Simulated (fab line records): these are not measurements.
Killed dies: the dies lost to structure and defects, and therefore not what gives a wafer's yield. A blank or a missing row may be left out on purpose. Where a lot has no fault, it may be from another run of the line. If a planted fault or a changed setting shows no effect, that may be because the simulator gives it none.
A struck lot beside a sound one | flow nand harc | 25 out of 1302 route steps
Sound: the wafers L751.1, L751.2, L751.4. The struck wafers were L758.4, L758.5, L758.6. The cause comes at the end.
At each step with rows: each side's tool, then ch and its chambers, then its first start. Under that, the readings that differ: sound wafers | struck wafers | difference of the means | sigmas: that difference in standard deviations of wafers without a fault.
alike: same words and numbers on both sides, and readings whose means sit less than 2 such deviations apart. not compared: any withheld reading, any reading some wafer has no value for, any bound like >300 that may hide the same value, and any number with overlapping values for which the record gives no deviation.
A row with sigmas, a row that says differs or no value, or rows on one side alone: a step with any of these is where the two part. Non-overlapping numbers with no deviation appear without sigmas and do not part them. A reading missing from all wafers of one side parts the sides only when that side holds two or more wafers.

first, 1 step without rows for these wafers: NHARC_A_M0_SRD_25.
NHARC_A_M0_INSPECT_27:
  struck on defect inspect-02, day 26 05:32; sound on defect inspect-02, day 22 08:19
  reading          | sound        | struck      | difference | sigmas
  raw defect count | 650 802 1245 | 528 433 608 | -376       | -2
NHARC_A_M0_PRE_CLEAN_31: time 12 s.
  sound on pecvd-04 ch 0,1, day 22 08:23; struck on pecvd-03 ch 0,1,2, day 26 05:50
  alike: heater power w
NHARC_A_M0_DEP_32: deposits SiCN, target thk 30 nm.
  sound on pecvd-04 ch 0,1, day 22 08:28; struck on pecvd-03 ch 0,1,2, day 26 06:01
  alike: heater power w
then, 7 steps without rows for these wafers: NHARC_A_M1_DEP_00 (deposits SiOC, target thk 182.5 nm); NHARC_A_M1_DEHYDRATE_01 (time 120 s); NHARC_A_M1_HMDS_02 (time 30 s); NHARC_A_M1_COAT_34 (time 65 s); NHARC_A_M1_COAT_03 (resist thk 90 nm); NHARC_A_M1_SOFTBAKE_04 (time 55 s); NHARC_A_M1_EBR_05.
NHARC_A_M1_EXPOSE_06: exposes mask A M1, target cd 120 nm.
  sound on arfi scanner-01 ch 0, day 22 09:32; struck on arfi scanner-02 ch 0, day 26 07:18
  reading              | sound             | struck            | difference | sigmas
  exposure dose mJ cm2 | 75.15 75.12 75.14 | 59.51 59.55 59.59 | -15.59     | -92
  alike: mask
then, 2 steps without rows for these wafers: NHARC_A_M1_PEB_07 (peb time 65 s); NHARC_A_M1_DEVELOP_08 (develop time 35 s).
NHARC_A_M1_CD_MEAS_09 targets a cd of 120 nm.
  sound on cd sem-02 ch 0, day 22 09:41; struck on cd sem-02 ch 0, day 26 07:26
  reading    | sound             | struck            | difference | sigmas
  cd nm (nm) | 121.1 121.4 120.6 | 107.1 107.1 106.6 | -14.1      | -28
NHARC_A_M1_OVL_MEAS_10: pitch 240 nm.
  struck on overlay-01, day 26 07:31; sound on overlay-01, day 22 09:46
  alike: overlay x nm, overlay y nm
NHARC_A_M1_INSPECT_11:
  struck on defect inspect-02, day 26 07:34; sound on defect inspect-01, day 22 09:49
  alike: raw defect count
NHARC_A_M1_DESCUM_14: chemistry O2, time 3 s.
  sound on rie diel-03 ch 0,2,3, day 22 09:52; struck on rie diel-04 ch 0,3, day 26 07:37
  reading               | sound             | struck            | difference | sigmas
  model.A_M1.cd nm (nm) | 119.4 121.1 121.2 | 106.8 106.5 107.2 | -13.7      |
  alike: drypump motor current A, oes product au, rf vpp V, showerhead plenum p Torr, throttle valve pct
  not compared: rf hours counter h
NHARC_A_M1_ETCH_35: etches the open film in N2/H2, target depth 40 nm, overetch 12 nm, time 43.94 s.
  sound on rie diel-03 ch 0,1,2, day 22 09:58; struck on rie diel-04 ch 1,2,3, day 26 07:43
  alike: drypump motor current A, oes product au, rf vpp V, showerhead plenum p Torr, throttle valve pct
  not compared: rf hours counter h
NHARC_A_M1_ETCH_15: etches the open film in C4F8/Ar, target depth 182.5 nm, time 91.2 s.
  sound on rie diel-03 ch 1,2,3; struck on rie diel-04 ch 0,1
  alike: oes product au, rf vpp V
  not compared: rf hours counter h
NHARC_A_M1_CD_MEAS_16:
  struck on cd sem-01, day 26 07:56; sound on cd sem-03, day 22 10:10
  reading    | sound             | struck            | difference | sigmas
  cd nm (nm) | 119.3 120.8 120.9 | 106.8 106.0 107.8 | -13.5      | -15
NHARC_A_M1_STRIP_18: strips in N2/H2.
  sound on rie diel-04 ch 0,1,3, day 22 10:15; struck on rie diel-03 ch 0,1,2, day 26 08:05
  alike: drypump motor current A, oes product au, rf vpp V, showerhead plenum p Torr, throttle valve pct
  not compared: rf hours counter h
NHARC_A_M1_ETCH_28: etches the open film in CF4/N2, target depth 30 nm, time 72.99 s.
  sound on rie diel-04 ch 1,2,3; struck on rie diel-03 ch 0,1
  reading               | sound             | struck            | difference | sigmas
  model.A_M1.cd nm (nm) | 119.8 119.3 119.9 | 107.3 106.6 106.3 | -12.9      |
  alike: drypump motor current A, oes product au, rf vpp V, showerhead plenum p Torr, throttle valve pct
  not compared: rf hours counter h
then, 1 step without rows for these wafers: NHARC_A_M1_STRIP_19 (strips in post etch residue remover, time 600 s).
NHARC_END_SORT_01:
  the record has rows for the struck wafers here (prober-02 ch 0, day 27 23:00) and none for the sound ones

WHERE THEY PART
At NHARC_A_M0_INSPECT_27 first; at NHARC_END_SORT_01 last (within this record only).

WHY: what the simulator had put in
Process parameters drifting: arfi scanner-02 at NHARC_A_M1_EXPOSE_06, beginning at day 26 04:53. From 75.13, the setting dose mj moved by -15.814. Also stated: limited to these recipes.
